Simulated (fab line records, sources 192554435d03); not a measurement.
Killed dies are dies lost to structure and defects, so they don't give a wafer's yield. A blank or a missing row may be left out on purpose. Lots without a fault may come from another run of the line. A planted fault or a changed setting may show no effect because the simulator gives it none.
fab line records | flow n5_finfet
record lots=9 wafers=27 last_day=19
route steps=1938 shown BEOL_M4@1108 BEOL_M5@1116 PASSIVATION@1936
lots that met no fault: from a run of the same line without faults
start_h: hours from the record's first day to the start of the lot's first wafer shown | wait_h: hours since the lot's step before | " the same as in the row above | L1.1+2: a row that stands for several wafers | - no value, or no start given | * or withheld: withheld | < > ~ a bound
route shown NAME@n: a module of which the file shows steps, and the number in the route of the first | usual: mean/standard deviation of fault-free wafers | same: alike in all rows | chamber/n: place in a boat | sites: the reading at each site | _std_site: their standard deviation | _edge_site: outer sites' mean less inner sites' | radius_mm: how far each site lies from the wafer's centre | mask NAME#n: copy n | behind: the tool/chamber that last shaped the wafer | hold: why the lot was held/for how many hours/how that ended | device: the transistor (n, p or np) that didn't switch | end of line: the same wafers' tests at the end of the route | a step without rows: its recipe alone | killed: dies lost to structure and defects at the first sort, not the wafer's yield | map: a wafer's dies, x killed, . not, _ none there
set.NAME: the setting as run; set.NAME@STEP: as run at that earlier step | model.NAME: the simulator's own value behind a step, which no gauge read
steps of the route over a sample of lots; a table a step, a row a wafer
services: from which hour (start_h, from the record's first day; less than 0 if before it) a tool's chamber was out of use, for how many hours, and why
## steps
# step N5_BEOL_M4_DEP_57
# recipe material=SiCN target_thk_a=80 temp_c=withheld precursor=3MS/NH3 pressure_torr=3 rf_w=202 time_s=14
# usual chamber_pressure_Torr=2.999/0.0063 showerhead_plenum_p_Torr=3.663/0.013 showerhead_vpp_V=857/50 throttle_valve_pct=9.2/0.42
# columns lot.wafer tool chamber start_h wait_h chamber_pressure_Torr showerhead_plenum_p_Torr showerhead_vpp_V throttle_valve_pct
L545.2 pecvd-03 2 202.35 0.0 3.001 3.664 922 9.1
L545.4 " 0 " " 2.999 3.672 876 9.0
L545.5 " 0 " " 2.994 3.655 879 9.3
L547.2 pecvd-03 0 212.95 0.0 2.994 3.659 884 9.3
L547.3 " 1 " " 2.999 3.668 897 9.3
L547.6 " 0 " " 2.999 3.657 879 9.2
L546.2 pecvd-03 0 218.09 0.0 2.986 3.662 862 9.4
L546.4 " 0 " " 2.996 3.662 883 9.4
L546.6 " 1 " " 3.004 3.671 899 8.9
L550.1 pecvd-02 1 226.34 0.0 3.004 3.673 769 10.0
L550.3 " 2 " " 2.998 3.653 794 8.8
L550.6 " 1 " " 2.995 3.652 760 9.3
L552.3 pecvd-02 0 238.34 0.0 3.001 3.637 874 9.7
L552.5 " 1 " " 2.992 3.663 767 9.9
L552.6 " 2 " " 3.005 3.662 807 8.8
L553.2 pecvd-01 1 249.01 0.0 2.992 3.666 937 9.0
L553.3 " 2 " " 3.008 3.679 866 8.3
L553.4 " 1 " " 3.003 3.672 929 9.2
L557.4 pecvd-02 0 271.81 0.0 2.998 3.637 877 9.5
L557.5 " 1 " " 3.001 3.673 773 10.0
L557.6 " 2 " " 2.992 3.647 823 8.8
L566.2 pecvd-03 2 319.54 0.0 3.015 3.663 917 8.4
L566.3 " 1 " " 2.999 3.672 884 9.2
L566.6 " 0 " " 2.989 3.656 895 9.2
L567.3 pecvd-02 1 327.73 0.0 3.003 3.662 751 9.7
L567.4 " 2 " " 2.995 3.652 801 8.9
L567.5 " 1 " " 3.003 3.667 769 9.9
# step N5_BEOL_M5_HM_DEP_02
# recipe material=TiN target_thk_a=200 temp_c=25 chamber_pressure_pa=0.49996
# usual throttle_valve_pct=30.4/0.88
# columns lot.wafer tool chamber start_h wait_h throttle_valve_pct
L545.2 pvd_sputter-03 - 205.99 1.4 30.0
L545.4 " - " " 30.0
L545.5 " - " " 30.1
L547.2 pvd_sputter-03 - 217.69 3.0 30.1
L547.3 " - " " 31.8
L547.6 " - " " 31.7
L546.2 pvd_sputter-02 - 221.03 1.1 32.1
L546.4 " - " " 30.1
L546.6 " - " " 30.6
L550.1 pvd_sputter-03 - 228.67 0.6 29.7
L550.3 " - " " 30.1
L550.6 " - " " 31.3
L552.3 pvd_sputter-02 - 242.32 2.3 31.7
L552.5 " - " " 29.5
L552.6 " - " " 31.8
L553.2 pvd_sputter-02 - 252.32 1.4 29.8
L553.3 " - " " 29.6
L553.4 " - " " 30.3
L557.4 pvd_sputter-02 - 273.82 0.3 29.6
L557.5 " - " " 30.2
L557.6 " - " " 29.9
L566.2 pvd_sputter-03 - 322.11 0.8 31.4
L566.3 " - " " 29.6
L566.6 " - " " 31.5
L567.3 pvd_sputter-01 - 330.68 1.2 30.6
L567.4 " - " " 30.5
L567.5 " - " " 29.9
# step N5_BEOL_M5_INSPECT_13
# recipe mode=adi inspect_instrument=brightfield
# usual raw_defect_count=426/98
# columns lot.wafer tool chamber start_h wait_h raw_defect_count
L545.2 defect_inspect-01 - 206.47 0.0 402
L545.4 " - " " 427
L545.5 " - " " 368
L547.2 defect_inspect-01 - 218.17 0.0 504
L547.3 " - " " 469
L547.6 " - " " 442
L546.2 defect_inspect-01 - 221.51 0.0 493
L546.4 " - " " 422
L546.6 " - " " 426
L550.1 defect_inspect-02 - 229.15 0.1 542
L550.3 " - " " 475
L550.6 " - " " 626
L552.3 defect_inspect-01 - 242.92 0.0 532
L552.5 " - " " 499
L552.6 " - " " 469
L553.2 defect_inspect-02 - 252.92 0.0 535
L553.3 " - " " 495
L553.4 " - " " 544
L557.4 defect_inspect-01 - 274.30 0.0 898
L557.5 " - " " 845
L557.6 " - " " 700
L566.2 defect_inspect-02 - 322.59 0.0 197
L566.3 " - " " 239
L566.6 " - " " 222
L567.3 defect_inspect-02 - 331.27 0.0 494
L567.4 " - " " 440
L567.5 " - " " 330
# step N5_BEOL_M5_DESCUM_16
# recipe chemistry=O2 time_s=7 source_power_w=50 bias_power_w=20 pressure_mtorr=20 rf_frequency_hz=2.712e+07 temp_c=40 resist=CAR-EUV o2_flow_sccm=225
# usual drypump_motor_current_A=5.7/0.54 oes_product_au=0.79/0.069 rf_vpp_V=243.0/1.3 showerhead_plenum_p_Torr=2.10/0.059 throttle_valve_pct=20.45/0.27
# columns lot.wafer tool chamber start_h wait_h drypump_motor_current_A oes_product_au rf_hours_counter_h rf_vpp_V showerhead_plenum_p_Torr throttle_valve_pct
L545.2 rie_diel-03 1 206.50 0.0 5.0 0.83 104 242.5 2.02 20.71
L545.4 " 0 " " 5.5 0.91 22 243.9 2.13 20.28
L545.5 " 1 " " 5.0 0.82 - 240.7 2.02 20.71
L547.2 rie_diel-06 1 218.21 0.0 5.2 0.90 21 243.8 2.14 20.48
L547.3 " 0 " " 6.6 0.88 43 243.1 2.13 19.82
L547.6 " 1 " " 5.2 0.90 - 243.7 2.14 20.49
L546.2 rie_diel-01 2 221.54 0.0 5.9 0.77 114 243.0 2.21 20.56
L546.4 " 1 " " 5.8 0.70 203 240.7 2.00 20.64
L546.6 " 3 " " 6.2 0.85 - 240.3 2.05 20.14
L550.1 rie_diel-06 0 229.19 0.0 6.6 0.89 46 243.9 2.12 19.83
L550.3 " 2 " " 6.0 0.75 170 243.3 2.16 20.25
L550.6 " 2 " " 6.0 0.74 - 244.7 2.16 20.24
L552.3 rie_diel-03 0 242.96 0.0 5.5 0.89 32 242.6 2.13 20.28
L552.5 " 0 " " 5.5 0.89 - 244.1 2.13 20.30
L552.6 " 1 " " 5.0 0.81 - 241.3 2.02 20.73
L553.2 rie_diel-03 2 252.96 0.0 5.1 0.76 111 242.8 2.13 20.52
L553.3 " 3 " " 4.7 0.75 153 242.6 2.01 20.55
L553.4 " 0 " " 5.5 0.89 36 244.2 2.13 20.29
L557.4 rie_diel-06 2 274.71 0.4 5.9 0.72 184 244.2 2.15 20.25
L557.5 " 2 " " 6.0 0.73 - 243.6 2.15 20.26
L557.6 " 3 " " 6.0 0.73 - 243.0 2.10 20.50
L566.2 rie_diel-06 1 322.74 0.1 5.2 0.85 57 243.7 2.13 20.55
L566.3 " 2 " " 6.0 0.72 199 242.5 2.15 20.28
L566.6 " 1 " " 5.2 0.84 - 243.1 2.13 20.54
L567.3 rie_diel-01 0 331.51 0.2 6.0 0.68 220 242.2 2.09 20.85
L567.4 " 3 " " 6.3 0.82 88 243.5 2.03 20.19
L567.5 " 2 " " 5.8 0.74 - 244.5 2.19 20.58
# step N5_BEOL_M5_STRIP_64
# recipe chemistry=CF4 resist=SiARC power_w=300 bias_power_w=75 pressure_mtorr=50 cf4_flow_sccm=150 rf_frequency_hz=6e+07
# usual drypump_motor_current_A=5.7/0.54 oes_product_au=0.78/0.066 rf_vpp_V=271.1/1.4 showerhead_plenum_p_Torr=1.79/0.05 throttle_valve_pct=13.58/0.22
# columns lot.wafer tool chamber start_h wait_h drypump_motor_current_A oes_product_au rf_hours_counter_h rf_vpp_V showerhead_plenum_p_Torr throttle_valve_pct
L545.2 rie_diel-03 1 206.71 0.0 5.0 0.79 104 271.2 1.74 13.75
L545.4 " 0 " " 5.5 0.90 23 272.2 1.83 13.39
L545.5 " 1 " " 5.0 0.79 - 270.5 1.74 13.77
L547.2 rie_diel-06 1 218.41 0.0 5.2 0.89 21 271.0 1.83 13.57
L547.3 " 0 " " 6.6 0.88 43 270.5 1.84 13.09
L547.6 " 1 " " 5.2 0.90 - 271.2 1.83 13.57
L546.2 rie_diel-01 2 221.75 0.0 5.9 0.77 114 272.5 1.88 13.66
L546.4 " 1 " " 5.8 0.70 203 270.5 1.72 13.85
L546.6 " 3 " " 6.3 0.85 - 270.3 1.75 13.24
L550.1 rie_diel-06 0 229.39 0.0 6.6 0.89 46 271.8 1.84 13.11
L550.3 " 2 " " 6.0 0.73 170 272.6 1.86 13.65
L550.6 " 2 " " 6.0 0.73 - 271.4 1.86 13.65
L552.3 rie_diel-03 0 243.16 0.0 5.5 0.87 32 271.3 1.83 13.45
L552.5 " 0 " " 5.5 0.88 - 271.1 1.83 13.43
L552.6 " 1 " " 5.0 0.78 - 269.5 1.74 13.78
L553.2 rie_diel-03 2 253.16 0.0 5.1 0.77 111 270.1 1.79 13.43
L553.3 " 3 " " 4.7 0.74 153 271.2 1.71 13.59
L553.4 " 0 " " 5.5 0.87 36 270.4 1.83 13.44
L557.4 rie_diel-06 2 274.91 0.0 6.0 0.72 184 273.7 1.86 13.65
L557.5 " 2 " " 6.0 0.72 - 272.2 1.86 13.67
L557.6 " 3 " " 6.0 0.74 - 269.0 1.80 13.61
L566.2 rie_diel-06 1 322.94 0.0 5.2 0.83 57 271.6 1.82 13.66
L566.3 " 2 " " 5.9 0.70 199 272.3 1.85 13.70
L566.6 " 1 " " 5.2 0.83 - 271.9 1.82 13.66
L567.3 rie_diel-01 0 331.72 0.0 6.0 0.68 220 271.0 1.78 13.94
L567.4 " 3 " " 6.2 0.80 88 269.9 1.74 13.33
L567.5 " 2 " " 5.8 0.74 - 272.5 1.87 13.73
# step N5_BEOL_M5_INSPECT_30
# recipe mode=adi inspect_instrument=brightfield
# usual raw_defect_count=431/98
# columns lot.wafer tool chamber start_h wait_h raw_defect_count
L545.2 defect_inspect-02 - 207.34 0.1 373
L545.4 " - " " 421
L545.5 " - " " 354
L547.2 defect_inspect-01 - 219.23 0.0 529
L547.3 " - " " 474
L547.6 " - " " 454
L546.2 defect_inspect-01 - 225.70 0.0 500
L546.4 " - " " 443
L546.6 " - " " 429
L550.1 defect_inspect-01 - 231.17 0.1 553
L550.3 " - " " 481
L550.6 " - " " 657
L552.3 defect_inspect-01 - 246.39 0.1 571
L552.5 " - " " 509
L552.6 " - " " 483
L553.2 defect_inspect-01 - 256.28 0.0 569
L553.3 " - " " 502
L553.4 " - " " 547
L557.4 defect_inspect-01 - 278.32 0.0 916
L557.5 " - " " 847
L557.6 " - " " 688
L566.2 defect_inspect-02 - 324.31 0.0 192
L566.3 " - " " 264
L566.6 " - " " 215
L567.3 defect_inspect-02 - 333.47 0.0 517
L567.4 " - " " 450
L567.5 " - " " 349
# step N5_PASSIVATION_PROBE_49
# usual defect_limited_yield=91.6/1.4 killed_at_M0_to_M3=35/10 killed_at_M4_up=13/4.8 killed_at_contacts=12/7.2 killed_at_front_end=36/12 killed_at_other=4/3.1 killed_dies=100/17 killed_open=66/13 killed_short=32/7.3 sort_bin_4_leakage=0.00/0.0099 sort_bin_5_function=5.0/0.94 sort_bin_6_memory=3.1/0.67 sort_n_pass=1080/17 sort_yield_pct=91.6/1.4
# same gross_dies=1180 killed_at_back_side=0 sort_bin_8_speed[%]=0
# columns lot.wafer tool chamber start_h wait_h defect_limited_yield[%] killed_at_M0_to_M3 killed_at_M4_up killed_at_contacts killed_at_front_end killed_at_other killed_dies killed_open killed_short sort_bin_4_leakage[%] sort_bin_5_function[%] sort_bin_6_memory[%] sort_n_pass sort_yield_pct[%]
L557.4 prober-01 - 389.16 0.2 84.2 22 112 15 31 6 186 51 34 0 9.1 5.1 994 84.2
L557.5 prober-01 - 389.21 0.2 86.4 47 76 7 23 7 160 68 31 0 8.5 4.0 1020 86.4
L557.6 prober-01 - 389.26 0.3 83.4 25 123 6 37 5 196 58 29 0 11.1 3.9 984 83.4
L566.2 prober-01 - 446.20 0.1 90.3 39 10 6 57 2 114 72 41 0 5.8 3.5 1066 90.3
L566.3 prober-01 - 446.25 0.1 91.8 36 9 3 36 13 97 67 30 0 5.3 2.8 1083 91.8
L566.6 prober-01 - 446.40 0.3 91.5 30 6 9 49 6 100 61 38 0 5.2 3.1 1080 91.5
L567.3 prober-02 - 448.85 0.1 92.1 22 17 19 32 3 93 62 30 0 4.5 3.1 1087 92.1
L567.4 prober-02 - 448.90 0.2 90.5 26 16 18 49 3 112 71 41 0 6.0 2.7 1068 90.5
L567.5 prober-02 - 448.95 0.2 90.0 50 16 21 23 8 118 83 35 0 5.8 3.7 1062 90.0
# killed by level:class
L557.4 BEOL_M5:unspecified=101 MOL_CONTACT_COAG:geometric_particle:open=12 FIN_SAQP:geometric_particle:short=7 GATE_CUT:geometric_particle:open=7 BEOL_M0_SAQP:geometric_particle:short=7 BEOL_M1:geometric_particle:open=5 FIN_SAQP:geometric_particle:open=4 BEOL_M0_SAQP:geometric_particle:open=4
L557.5 BEOL_M5:unspecified=59 BEOL_M0_SAQP:geometric_particle:open=14 BEOL_M0_SAQP:geometric_particle:short=10 BEOL_M1:geometric_particle:open=8 FIN_SAQP:geometric_particle:short=7 MOL_CONTACT_COAG:geometric_particle:open=6 STI_FIN_REVEAL:geometric_particle:open=5 BEOL_M2:geometric_particle:open=5
L557.6 BEOL_M5:unspecified=109 FIN_SAQP:geometric_particle:open=10 BEOL_M0:geometric_particle:open=8 BEOL_M1:geometric_particle:open=6 FIN_SAQP:geometric_particle:short=5 GATE_CUT:geometric_particle:open=5 MOL_CONTACT_COAG:geometric_particle:open=5 STI_FIN_REVEAL:geometric_particle:open=4
L566.2 STI_FIN_REVEAL:geometric_particle:open=18 FIN_SAQP:geometric_particle:short=15 BEOL_M2:geometric_particle:open=8 FIN_SAQP:geometric_particle:open=6 BEOL_M1:geometric_particle:open=6 BEOL_M3:geometric_particle:open=6 MOL_CONTACT_COAG:geometric_particle:open=4 BEOL_M0_SAQP:geometric_particle:open=4
L566.3 FIN_SAQP:geometric_particle:open=11 BEOL_M3:geometric_particle:open=10 FIN_SAQP:geometric_particle:short=9 BEOL_M2:geometric_particle:open=9 DUMMY_GATE:geometric_particle:open=5 BEOL_M0_SAQP:geometric_particle:short=5 BEOL_M1:geometric_particle:open=5 PAD_METAL:geometric_particle:open=5
L566.6 BEOL_M1:geometric_particle:open=14 FIN_SAQP:geometric_particle:open=11 STI_FIN_REVEAL:geometric_particle:open=11 FIN_SAQP:geometric_particle:short=10 MOL_CONTACT_COAG:geometric_particle:open=6 GATE_CUT:geometric_particle:short=4 BEOL_M0_SAQP:geometric_particle:short=4 BEOL_M0:geometric_particle:open=4
L567.3 MOL_CONTACT_COAG:geometric_particle:open=13 FIN_SAQP:geometric_particle:open=7 GATE_CUT:geometric_particle:open=6 MOL_CONTACT_COAG:geometric_particle:short=6 BEOL_M2:geometric_particle:open=5 BEOL_M0_SAQP:geometric_particle:short=5 STARTING-WAFER:geometric_particle:open=5 BEOL_M0:geometric_particle:open=4
L567.4 MOL_CONTACT_COAG:geometric_particle:open=15 FIN_SAQP:geometric_particle:short=11 BEOL_M1:geometric_particle:open=9 GATE_CUT:geometric_particle:short=8 BEOL_M4:geometric_particle:open=8 FIN_SAQP:geometric_particle:open=7 GATE_CUT:geometric_particle:open=6 BEOL_M0_SAQP:geometric_particle:short=6
L567.5 MOL_CONTACT_COAG:geometric_particle:open=18 BEOL_M0_SAQP:geometric_particle:short=12 BEOL_M0_SAQP:geometric_particle:open=11 BEOL_M0:geometric_particle:open=10 BEOL_M3:geometric_particle:open=6 FIN_SAQP:geometric_particle:open=5 STI_FIN_REVEAL:geometric_particle:open=5 MIM_TOP:geometric_particle:open=5
## services
# columns tool chamber start_h hours kind
pecvd-03 - 193.06 0.3 repair
pecvd-01 - 200.24 6.0 pm
pecvd-03 1 201.03 2.1 scheduled_down
pecvd-02 1 202.50 1.8 repair
pecvd-03 2 203.21 - clean
pecvd-03 2 203.21 - consumable_replace:showerhead
pecvd-03 2 203.21 29.0 scheduled_down
pecvd-03 2 203.21 29.0 vent_cycle
pecvd-02 2 219.65 2.1 scheduled_down
rie_diel-06 2 224.10 3.8 repair
pecvd-03 0 226.34 12.3 repair
pecvd-01 0 226.63 2.1 scheduled_down
pecvd-02 - 240.29 0.7 repair
pecvd-02 2 245.18 15.3 repair
rie_diel-03 2 257.70 2.6 repair
pvd_sputter-01 - 272.01 0.5 repair
pecvd-02 2 276.32 5.5 scheduled_down
rie_diel-03 - 281.46 14.6 pm
pecvd-02 1 291.84 19.8 repair
pecvd-03 0 308.66 4.7 repair
## key
first_sign step=N5_BEOL_M5_INSPECT_13 reading=raw_defect_count direction=up sigmas=4 usual=426 struck=814
effect step=N5_BEOL_M5_INSPECT_30 reading=raw_defect_count direction=up sigmas=4 usual=431 struck=817
effect step=N5_PASSIVATION_PROBE_49 reading=killed_at_M4_up direction=up sigmas=19 usual=13 struck=104
more_kills_born_at N5_BEOL_M5_HM_DEP_02@pvd_sputter-02=269
met_at N5_BEOL_M5_HM_DEP_02
struck_lots L557
not_acting_at N5_BEOL_M4_DEP_57,N5_BEOL_M5_DESCUM_16,N5_BEOL_M5_STRIP_64
onset_between 252.32 273.82
fault kind=chamber_particle_source tool=pvd_sputter-02 chamber=- onset_h=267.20 steps=N5_BEOL_M5_HM_DEP_02 rate_per_visit_cm2=0.48625 end_h=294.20
